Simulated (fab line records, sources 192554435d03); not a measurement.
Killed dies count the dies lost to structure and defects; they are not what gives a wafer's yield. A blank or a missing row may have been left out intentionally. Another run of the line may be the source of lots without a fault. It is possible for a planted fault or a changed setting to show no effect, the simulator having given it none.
A lot that was struck, set against a sound lot + flow n5_finfet + 15 out of 1938 route steps
Sound: these wafers, L923.3, L923.4, L923.6. Struck: wafer L934.2. (L934.1, L934.6 of the same lot were not struck and are left out.) The cause comes at the end.
Per side, at each step with rows, come the tool, then ch with its chambers, and then its first start. Under that, the readings that differ: sound wafers + struck wafers + difference of the means + sigmas: that difference in standard deviations of wafers without a fault.
alike: readings with means less than 2 such deviations apart, plus words and numbers identical on both sides. not compared: withheld readings, readings lacking a value on some wafer, bounds such as >300 that could conceal the same value, and numbers that have no deviation in the record and whose values overlap.
Wherever a step has rows on one side only, a row that says differs or no value, or a row with sigmas, the two part there. Numbers that don't overlap but have no deviation are shown without sigmas and don't part them. A reading that every wafer of one side lacks parts them only if that side has two wafers or more.

first, 1 step without rows for these wafers: N5_HKMG_FIN_STRIP_33 (strips in N2/H2).
N5_HKMG_FIN_STRIP_34: strips in CF4.
  sound on rie_diel-06 ch 0,1,2, day 4 15:36; struck on rie_diel-03 ch 0, day 7 11:59
  alike: drypump_motor_current_A, oes_product_au, rf_vpp_V, showerhead_plenum_p_Torr, throttle_valve_pct
  not compared: rf_hours_counter_h
then, 1 step without rows for these wafers: N5_HKMG_FIN_ETCH_35 (etches SOC in N2/H2, target depth 215.8 nm, time 243.4 s).
N5_HKMG_FIN_STRIP_92: strips SOC in N2/H2, time 20 s.
  sound on rie_diel-06 ch 0,1,2, day 4 15:46; struck on rie_diel-03 ch 0, day 7 12:09
  alike: drypump_motor_current_A, h2_flow_sccm, oes_product_au, rf_vpp_V, showerhead_plenum_p_Torr, throttle_valve_pct
  not compared: rf_hours_counter_h
then, 1 step without rows for these wafers: N5_HKMG_FIN_WET_ETCH_18 (etches TiN in SC1, time 55 s, target depth 5.2 nm, rinse time 30 s).
N5_HKMG_FIN_STRIP_19: strips in N2/H2, time 360 s.
  sound on plasma_asher-02 ch 0,1, day 4 16:02; struck on plasma_asher-02 ch 1, day 7 12:19
| reading                | sound          | struck | difference                   | sigmas |
|------------------------|----------------|--------|------------------------------|--------|
| h2_flow_sccm (sccm)    | 3271 3249 3269 | 3227   | -36                          | -4     |
| rf_hours_counter_h (h) | - - -          | 49     | no value on the sound wafers |        |
  alike: drypump_motor_current_A, heater_power_w
then, 2 steps without rows for these wafers: N5_HKMG_FIN_ALD_91 (deposits TiN, target thk 1 nm, pulse time 1 s, purge time 3 s); N5_HKMG_FIN_COAT_85 (time 60 s, resist thk 300 nm).
N5_HKMG_FIN_ETCH_86: etches SOC in N2/H2, stops on TiN, target depth 393.2 nm.
  sound on rie_diel-06 ch 0,1,3, day 4 16:39; struck on rie_diel-02 ch 2, day 7 13:02
  alike: drypump_motor_current_A, h2_flow_sccm, oes_product_au, rf_vpp_V, showerhead_plenum_p_Torr, throttle_valve_pct
  not compared: rf_hours_counter_h
then, 2 steps without rows for these wafers: N5_HKMG_FIN_STRIP_89 (strips SOC in N2/H2, time 20 s); N5_HKMG_FIN_WET_ETCH_87 (etches TiN in SC1, time 154.2 s, target depth 4.7 nm, rinse time 30 s).
N5_HKMG_FIN_STRIP_88: strips in N2/H2, time 360 s.
  sound on plasma_asher-01 ch 0,1, day 4 17:01; struck on plasma_asher-01 ch 1, day 7 13:17
| reading                | sound | struck | difference                   | sigmas |
|------------------------|-------|--------|------------------------------|--------|
| rf_hours_counter_h (h) | - - - | 106    | no value on the sound wafers |        |
  alike: drypump_motor_current_A, h2_flow_sccm, heater_power_w
N5_HKMG_FIN_NWFM_ALD_20: deposits TiAlC, target thk 2 nm, pulse time 3 s, purge time 2 s.
  sound on ald_metal-04 ch 0,3, day 4 17:17; struck on ald_metal-01 ch 2, day 7 13:40
| reading              | sound                | struck | difference | sigmas |
|----------------------|----------------------|--------|------------|--------|
| susceptor_temp_C (C) | 300.15 299.95 299.99 | 290.09 | -9.94      | -50    |
  alike: heater_power_outer_w, heater_power_w, precursor_pulse_height_rel
then, 1 step without rows for these wafers: N5_HKMG_FIN_ALD_71 (deposits TiN, target thk 1 nm, pulse time 1 s, purge time 3 s).
-- here the record skips 9 days between the struck wafers' starts before and after, leaving off in module HKMG_FIN and picking up in module PASSIVATION (first step shown: number 1936 of the route) --
N5_PASSIVATION_PROBE_49:
  sound: prober-01 at day 12 13:35; struck: prober-01 at day 16 04:20
| reading            | sound    | struck | difference | sigmas |
|--------------------|----------|--------|------------|--------|
| killed_at_M0_to_M3 | 37 52 42 | 18     | -26        | -2     |
  alike: killed_at_M4_up, killed_at_contacts, killed_at_front_end, killed_at_other, killed_dies, killed_open, killed_short

WHERE THEY PART
Last at N5_PASSIVATION_PROBE_49 as far as this record goes, first at N5_HKMG_FIN_STRIP_19.

WHY: what had been put in by the simulator
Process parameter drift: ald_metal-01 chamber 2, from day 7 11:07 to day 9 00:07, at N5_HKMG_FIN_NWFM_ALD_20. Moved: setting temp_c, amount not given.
